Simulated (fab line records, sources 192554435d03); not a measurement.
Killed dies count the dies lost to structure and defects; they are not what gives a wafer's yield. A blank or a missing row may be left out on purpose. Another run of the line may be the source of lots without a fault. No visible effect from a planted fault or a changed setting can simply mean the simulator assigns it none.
Chamber matching | flow n5-finfet | rie-diel-06 running N5_BEOL_M1_ETCH_63: 4 sister chambers
The step etches SiARC in CF4, target depth 15.6 nm, time 26 s. 4 wafers are shown with their chamber, then 12 later ones without.

== WAFERS PAIRED WITH THEIR CHAMBERS ==
wafer  | chamber | showerhead-plenum-p-Torr (Torr)
L088.2 | 1       | 1.99
L091.5 | 3       | 2.10
L093.4 | 0       | 2.20
L093.5 | 2       | 2.27

== WAFERS WITHOUT THEIR CHAMBER ==
wafer  | showerhead-plenum-p-Torr (Torr)
L094.1 | 1.98
L094.5 | 1.98
L094.6 | 2.27
L095.1 | 1.98
L095.2 | 2.19
L095.3 | 2.27
L095.4 | 2.10
L095.5 | 2.27
L095.6 | 2.10
L097.1 | 2.27
L097.3 | 2.10
L097.5 | 2.27

== THE CHAMBER EACH PASSED THROUGH ==
wafer  | from the rows above | in truth
L094.1 | 1                   | 1
L094.5 | 1                   | 1
L094.6 | 2                   | 2
L095.1 | 1                   | 1
L095.2 | 0                   | 0
L095.3 | 2                   | 2
L095.4 | 3                   | 3
L095.5 | 2                   | 2
L095.6 | 3                   | 3
L097.1 | 2                   | 2
L097.3 | 3                   | 3
L097.5 | 2                   | 2
Correct placement for 12 of the 12. Not placeable from these rows: 0. Placed wrongly: 0.
How it was worked out, from the rows above alone: a wafer's distance from a chamber is the root of the sum, over the readings, of the square of ((its reading less the chamber's mean) divided by the reading's scatter). The wafer belongs to the nearest chamber; if the next one is less than 2 further off, it can't be placed. A chamber's mean is the mean of its shown wafers. The scatter: root of mean squared gap, hidden wafer to nearest shown wafer, with one shown wafer a chamber.
